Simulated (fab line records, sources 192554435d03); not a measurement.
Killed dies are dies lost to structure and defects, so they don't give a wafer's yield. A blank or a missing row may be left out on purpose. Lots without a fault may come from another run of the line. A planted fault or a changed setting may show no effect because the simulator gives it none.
Split-lot experiment | flow n5_finfet | 7 lots, 21 wafers read, on a route of 1938 steps

THE SPLIT
At N5_DUMMY_GATE_ETCH_42 (etches SiO2 in CHF3/O2, target depth 3.5 nm, time 31 s), the setting bias_w was moved away from the recipe's 12 W on 6 of the 21 wafers read, by -17.3% to +17.9%. The other wafers ran this setting at the recipe's value.

The reading is taken at the split's own step.

THE READING
rf_vpp_V, in V, at N5_DUMMY_GATE_ETCH_42 (etches SiO2 in CHF3/O2, target depth 3.5 nm, time 31 s). Fault-free wafers of this fab line usually give 42.6 V, standard deviation 1 V.

wafer  | tool, chamber at the split | bias_w as run, W | against the recipe | rf_vpp_V, V | against lot-mates on the recipe
L076.2 | rie_diel-03, 2             | 12               | recipe             | 39.9        | -
L076.3 | rie_diel-03, 0             | 12               | recipe             | 40.3        | -
L076.6 | rie_diel-03, 2             | 12               | recipe             | 40.2        | -
L077.1 | rie_diel-03, 3             | 12               | recipe             | 41.8        | -
L077.3 | rie_diel-03, 1             | 14.15            | +17.9%             | 47.9        | +6.1
L077.5 | rie_diel-03, 2             | 14.15            | +17.9%             | 47.3        | +5.5
L089.1 | rie_diel-04, 3             | 12               | recipe             | 43.3        | -
L089.4 | rie_diel-04, 2             | 12               | recipe             | 40.7        | -
L089.5 | rie_diel-04, 1             | 12               | recipe             | 41.8        | -
L090.2 | rie_diel-04, 0             | 12               | recipe             | 44.1        | -
L090.3 | rie_diel-04, 2             | 12               | recipe             | 43.1        | -
L090.6 | rie_diel-04, 1             | 13.74            | +14.5%             | 46.5        | +2.9
L094.1 | rie_diel-03, 2             | 12               | recipe             | 42.8        | -
L094.2 | rie_diel-03, 0             | 12               | recipe             | 41.4        | -
L094.3 | rie_diel-03, 3             | 9.92             | -17.3%             | 35.8        | -6.3
L095.1 | rie_diel-04, 0             | 12               | recipe             | 43.6        | -
L095.2 | rie_diel-04, 2             | 12               | recipe             | 41.8        | -
L095.5 | rie_diel-04, 3             | 12               | recipe             | 42.1        | -
L097.4 | rie_diel-04, 1             | 13.25            | +10.4%             | 44.8        | +2.6
L097.5 | rie_diel-04, 0             | 13.25            | +10.4%             | 47.1        | +4.9
L097.6 | rie_diel-04, 2             | 12               | recipe             | 42.2        | -

THE FIT
A straight line over all 21 wafers: rf_vpp_V changes by +0.336 V for each +1% of bias_w; r = +0.91; the points scatter about the line by 1.2 V.
The same after taking each lot's own level away (the mean of its wafers on the recipe; 21 wafers): +0.322 V for each +1%; r = +0.95; scatter 0.84 V.
On that fit, the largest move of bias_w shifts the reading by 5.8 V.
The lots' own levels span 40.13 to 43.60 V, that is 3.5 times the standard deviation above.
So the lot-to-lot level changes the slope little: the two slopes agree.
Check: with one of the wafers moved furthest among these (+17.9%) left out of the fit, the line predicts +5.57 V for it against its lot-mates. It came out at +6.1 V against them.
Tool readings at the split's step, against how far the setting was moved: rf_vpp_V r = +0.91.

OTHER SPLITS ON THESE WAFERS
These wafers also went through other splits before the reading. Each is held against what the fit with the lots' levels taken away leaves over:
other split on the same wafers | wafers away from the commonest value | r with rf_vpp_V (lot level and that fit taken away)
N5_WELL_APT_COAT_02 spin_rpm   | 5                                    | -0.28
N5_WELL_APT_PEB_06 peb_time_s  | 6                                    | -0.38
N5_FIN_SAQP_PECVD_06 time_s    | 5                                    | -0.03
N5_FIN_SAQP_COAT_49 spin_rpm   | 6                                    | -0.15
N5_DUMMY_GATE_ETCH_32 time_s   | 5                                    | -0.34

THE FILE'S OWN FIT
rf_vpp_V changes by +0.312 V for each +1% of bias_w, r = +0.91.
